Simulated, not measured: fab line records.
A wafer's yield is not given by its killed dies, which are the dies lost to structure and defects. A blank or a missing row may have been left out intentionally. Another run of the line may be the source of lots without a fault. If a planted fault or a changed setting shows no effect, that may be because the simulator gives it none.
The tool behind it: which one? || flow n5-finfet || Sampling: 8 lots, 24 wafers, 2 of 1938 route steps

== WHAT EACH GAUGE READ, for each wafer ==
N5_BEOL_M4_RC_MEAS_101. Usual: DIBL_N 36.3 mV/V, standard deviation 1.8; DIBL_P 36.5 mV/V, standard deviation 2.1; IOFF_N 0.16 nA/um, standard deviation 0.031; IOFF_P 0.22 nA/um, standard deviation 0.038; ION_N 677 uA/um, standard deviation 12; ION_P 466 uA/um, standard deviation 7.8; SS_N 71.5 mV/dec, standard deviation 0.61; SS_P 73.2 mV/dec, standard deviation 0.7; VT_N 249 mV, standard deviation 3; VT_P -248.9 mV, standard deviation 3.
{"lot": "L318", "measured": "day 8 17:48", "on": "prober-02", "DIBL_N (mV/V)": "32.9 38.3 37.4", "DIBL_P (mV/V)": "32.6 39.2 38.4", "IOFF_N (nA/um)": "0.10 0.17 0.18", "IOFF_P (nA/um)": "0.14 0.22 0.21", "ION_N (uA/um)": "663 668 686", "ION_P (uA/um)": "462 453 469", "SS_N (mV/dec)": "70.6 72.1 71.9", "SS_P (mV/dec)": "72.1 73.9 72.8", "VT_N (mV)": "254 249 249", "VT_P (mV)": "-253.9 -248.2 -249.4", "flag": ""}
{"lot": "L325", "measured": "day 10 10:07", "on": "prober-02", "DIBL_N (mV/V)": "36.3 34.8 38.2", "DIBL_P (mV/V)": "36.3 34.0 39.1", "IOFF_N (nA/um)": "0.14 0.12 0.18", "IOFF_P (nA/um)": "0.18 0.15 0.22", "ION_N (uA/um)": "665 664 693", "ION_P (uA/um)": "455 455 465", "SS_N (mV/dec)": "71.3 71.0 70.9", "SS_P (mV/dec)": "73.1 72.9 74.1", "VT_N (mV)": "252 256 249", "VT_P (mV)": "-255.5 -258.4 -252.0", "flag": ""}
{"lot": "L327", "measured": "day 10 20:47", "on": "prober-01", "DIBL_N (mV/V)": "39.5 37.6 40.1", "DIBL_P (mV/V)": "38.0 36.5 38.6", "IOFF_N (nA/um)": "0.17 0.16 0.18", "IOFF_P (nA/um)": "0.22 0.22 0.23", "ION_N (uA/um)": "673 673 686", "ION_P (uA/um)": "458 468 466", "SS_N (mV/dec)": "72.5 71.8 72.8", "SS_P (mV/dec)": "74.0 72.9 74.0", "VT_N (mV)": "249 250 250", "VT_P (mV)": "-249.8 -250.6 -247.5", "flag": ""}
{"lot": "L328", "measured": "day 11 08:43", "on": "prober-02", "DIBL_N (mV/V)": "35.6 35.2 36.9", "DIBL_P (mV/V)": "34.6 34.5 36.5", "IOFF_N (nA/um)": "0.15 0.15 0.18", "IOFF_P (nA/um)": "0.21 0.21 0.25", "ION_N (uA/um)": "664 675 675", "ION_P (uA/um)": "460 466 463", "SS_N (mV/dec)": "70.8 70.6 71.5", "SS_P (mV/dec)": "72.6 73.3 73.8", "VT_N (mV)": "251 250 248", "VT_P (mV)": "-247.7 -248.2 -245.0", "flag": ""}
{"lot": "L331", "measured": "day 12 03:03", "on": "prober-02", "DIBL_N (mV/V)": "36.2 35.5 39.4", "DIBL_P (mV/V)": "36.2 36.1 40.5", "IOFF_N (nA/um)": "0.15 0.15 0.21", "IOFF_P (nA/um)": "0.23 0.22 0.32", "ION_N (uA/um)": "666 679 687", "ION_P (uA/um)": "464 474 479", "SS_N (mV/dec)": "71.3 71.7 71.9", "SS_P (mV/dec)": "73.1 73.5 73.8", "VT_N (mV)": "252 247 244", "VT_P (mV)": "-248.3 -250.4 -243.2", "flag": ""}
{"lot": "L333", "measured": "day 12 03:20", "on": "prober-01", "DIBL_N (mV/V)": "36.0 35.6 37.9", "DIBL_P (mV/V)": "35.1 34.4 37.3", "IOFF_N (nA/um)": "0.14 0.13 0.18", "IOFF_P (nA/um)": "0.21 0.20 0.24", "ION_N (uA/um)": "665 664 685", "ION_P (uA/um)": "461 459 462", "SS_N (mV/dec)": "70.5 71.0 71.1", "SS_P (mV/dec)": "71.8 72.4 73.0", "VT_N (mV)": "251 253 249", "VT_P (mV)": "-251.0 -252.6 -247.0", "flag": ""}
{"lot": "L332", "measured": "day 12 14:08", "on": "prober-02", "DIBL_N (mV/V)": "35.1 34.8 37.0", "DIBL_P (mV/V)": "36.2 35.9 38.6", "IOFF_N (nA/um)": "0.16 0.16 0.20", "IOFF_P (nA/um)": "0.21 0.21 0.26", "ION_N (uA/um)": "657 670 687", "ION_P (uA/um)": "455 459 471", "SS_N (mV/dec)": "71.8 70.6 71.7", "SS_P (mV/dec)": "73.9 72.9 72.8", "VT_N (mV)": "251 250 246", "VT_P (mV)": "-250.5 -249.4 -247.5", "flag": ""}
{"lot": "L340", "measured": "day 14 01:23", "on": "prober-01", "DIBL_N (mV/V)": "34.1 34.1 38.3", "DIBL_P (mV/V)": "35.5 34.8 40.8", "IOFF_N (nA/um)": "0.14 0.14 0.23", "IOFF_P (nA/um)": "0.20 0.19 0.31", "ION_N (uA/um)": "680 661 698", "ION_P (uA/um)": "469 457 477", "SS_N (mV/dec)": "71.8 71.4 71.7", "SS_P (mV/dec)": "72.6 72.4 73.5", "VT_N (mV)": "250 249 245", "VT_P (mV)": "-250.0 -249.1 -246.5", "flag": ""}

N5_BEOL_M6_OVL_MEAS_12. Usual: M6_OVL gives 0.4 nm (standard deviation 0.72).
{"lot": "L318", "measured": "day 9 08:06", "on": "overlay-02", "M6_OVL (nm)": "-0.9 0.6 0.8", "flag": ""}
{"lot": "L325", "measured": "day 11 04:08", "on": "overlay-02", "M6_OVL (nm)": "1.1 1.3 1.1", "flag": ""}
{"lot": "L327", "measured": "day 11 12:50", "on": "overlay-01", "M6_OVL (nm)": "0.0 -0.5 0.9", "flag": ""}
{"lot": "L328", "measured": "day 11 23:40", "on": "overlay-01", "M6_OVL (nm)": "0.3 0.4 0.7", "flag": ""}
{"lot": "L331", "measured": "day 12 23:56", "on": "overlay-02", "M6_OVL (nm)": "0.4 -0.5 -0.1", "flag": ""}
{"lot": "L333", "measured": "day 12 16:53", "on": "overlay-01", "M6_OVL (nm)": "1.2 1.4 1.4", "flag": ""}
{"lot": "L332", "measured": "day 13 05:47", "on": "overlay-02", "M6_OVL (nm)": "0.6 0.6 1.3", "flag": ""}
{"lot": "L340", "measured": "day 14 18:57", "on": "overlay-01", "M6_OVL (nm)": "-0.5 0.8 -0.5", "flag": ""}

== EACH LOT AND THE TOOL THAT RAN IT (in order: tool; ch and the chambers of the sampled wafers; start) ==
The record holds no process step before these readings.

== AS READ BY THE TOOLS THEMSELVES (means over the sampled wafers that have a number; for cases with no such wafer, the mark the record gives instead) ==
The record holds no such reading with a usual standard deviation.

== THE ANSWER, worked out from the rows above alone ==
Rule: lot off if the mean of its wafers having a number is beyond 3 standard deviations from the usual mean. Also off: a lot with no number at a reading for which 4 or more lots have one. All remaining lots with rows at the step are treated as sound. First the gauges in route order, then the tools' own readings, where a lot's mean is used as printed above. At the first step where some lot is off, the reading lying furthest off is the one used; lots without a number count as furthest.
None of the lots is off at any reading shown; this tells nothing.

== WHAT THE SIMULATOR HAD INSERTED ==
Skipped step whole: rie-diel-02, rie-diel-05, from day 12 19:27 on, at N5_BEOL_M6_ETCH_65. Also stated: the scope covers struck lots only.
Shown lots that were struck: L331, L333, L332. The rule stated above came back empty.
